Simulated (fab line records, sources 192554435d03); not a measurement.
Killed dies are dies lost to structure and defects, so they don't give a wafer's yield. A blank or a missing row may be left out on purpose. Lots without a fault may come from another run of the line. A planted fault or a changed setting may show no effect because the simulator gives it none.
Which tool did it? | flow n5_finfet | 8 lots, 22 wafers sampled, at 6 steps of a route of 1938

WHAT THE GAUGES READ, wafer by wafer
N5_BEOL_M0_RS_MEAS_126: measures by four-point-probe.
lot  | measured     | on            | M0_RS (ohm/sq)
L270 | day 7 06:54  | film_metro-02 | 0.511 0.540 0.552
L275 | day 7 14:25  | film_metro-01 | 0.670 0.615 0.659
L276 | day 7 22:41  | film_metro-01 | 0.731 0.653 0.699
L277 | day 7 23:26  | film_metro-01 | 0.559 0.520
L278 | day 8 07:50  | film_metro-01 | 0.531 0.566 0.554
L287 | day 10 17:29 | film_metro-01 | 0.531 0.524 0.537
L289 | day 11 09:56 | film_metro-01 | 0.517 0.532 0.513
L291 | day 12 04:24 | film_metro-02 | 0.537 0.541

WHICH TOOL RAN EACH LOT (tool, then ch and the chambers of the sampled wafers, then the start)
lot  | N5_MOL_CONTACT_COAG_DESCUM_45     | N5_MOL_CONTACT_COAG_ETCH_67        | N5_BEOL_M0_SAQP_PECVD_00       | N5_BEOL_M0_SAQP_PECVD_03        | N5_BEOL_M0_ETCH_109
L270 | rie_diel-05 ch 1,2, day 5 06:48   | rie_diel-01 ch 3, day 5 07:28      | pecvd-04 ch 0,2, day 6 07:41   | pecvd-01 ch 0,2, day 6 09:50    | rie_diel-05 ch 0,1,2, day 7 00:32
L275 | rie_diel-01 ch 1,2, day 6 19:14   | rie_diel-01 ch 1,2,3, day 6 19:38  | pecvd-01 ch 0,2, day 7 00:28   | pecvd-03 ch 0,1,2, day 7 00:40  | rie_diel-01 ch 0,1, day 7 10:14
L276 | rie_diel-01 ch 1,2,3, day 7 03:55 | rie_diel-01 ch 0,3, day 7 04:25    | pecvd-03 ch 1,2, day 7 09:02   | pecvd-03 ch 0,1,2, day 7 09:29  | rie_diel-05 ch 0,1,3, day 7 19:41
L277 | rie_diel-05 ch 0,3, day 7 05:07   | rie_diel-01 ch 1,2, day 7 05:29    | pecvd-01 ch 0,1, day 7 12:02   | pecvd-01 ch 0, day 7 13:44      | rie_diel-05 ch 0,1, day 7 20:50
L278 | rie_diel-06 ch 0,1,2, day 7 11:47 | rie_diel-01 ch 0,2,3, day 7 12:13  | pecvd-03 ch 0,1,2, day 7 16:50 | pecvd-01 ch 0,1,2, day 7 19:40  | rie_diel-05 ch 0,2,3, day 8 04:51
L287 | rie_diel-05 ch 0,2, day 9 18:55   | rie_diel-06 ch 1,2, day 9 19:16    | pecvd-03 ch 1,2, day 9 23:53   | pecvd-04 ch 0,2, day 10 03:27   | rie_diel-06 ch 1,2, day 10 13:37
L289 | rie_diel-06 ch 0,2, day 10 11:28  | rie_diel-05 ch 1,2,3, day 10 12:17 | pecvd-03 ch 0,2, day 10 16:56  | pecvd-04 ch 0,1,2, day 10 17:14 | rie_diel-06 ch 0,3, day 11 05:55
L291 | rie_diel-06 ch 3, day 11 03:26    | rie_diel-01 ch 3, day 11 03:49     | pecvd-03 ch 0,1, day 11 11:29  | pecvd-04 ch 0,1, day 11 14:52   | rie_diel-05 ch 0,2, day 12 00:21
- N5_MOL_CONTACT_COAG_DESCUM_45: chemistry O2, time 7 s.
- N5_MOL_CONTACT_COAG_ETCH_67: etches SOC in N2/H2, target depth 60 nm, overetch 21 nm, time 101.2 s.
- N5_BEOL_M0_SAQP_PECVD_00: deposits SiCN from 3MS/NH3, target thk 8 nm, time 14 s.
- N5_BEOL_M0_SAQP_PECVD_03: deposits SiCN from 3MS/NH3, target thk 12 nm, time 21.1 s.
- N5_BEOL_M0_ETCH_109: etches SiCN in CH3F/O2, target depth 8 nm, overetch 2.4 nm, time 27.4 s.

THE ANSWER, worked out from the rows above alone
Rule: what is usual is taken from the lots themselves. Put in order of their means at a reading, lots are off if they are a third of the lots or fewer, leave a main group of 4 or more, and stand apart from it by a gap of 3 or more times the standard deviation of the main group's means; of several such gaps the widest counts. A main group whose means are all the same, to the digits that the tables above print for the reading, isn't used. A lot without any number at a reading at which 4 lots or more have one is off too. The other lots that the step has rows for count as sound.
Off: L275, L276, at N5_BEOL_M0_RS_MEAS_126 (M0_RS). The main group: mean 0.536 ohm/sq, standard deviation 0.0091.
A tool fits if, at a process step before that reading, it ran every lot that is off, and no sound lot after the first of them. The gauges at N5_BEOL_M0_RS_MEAS_126 are tried like those tools. Can't be told from this: 2 tools fit, rie_diel-01 at N5_MOL_CONTACT_COAG_DESCUM_45, pecvd-03 at N5_BEOL_M0_SAQP_PECVD_03.

WHAT THE SIMULATOR HAD PUT IN
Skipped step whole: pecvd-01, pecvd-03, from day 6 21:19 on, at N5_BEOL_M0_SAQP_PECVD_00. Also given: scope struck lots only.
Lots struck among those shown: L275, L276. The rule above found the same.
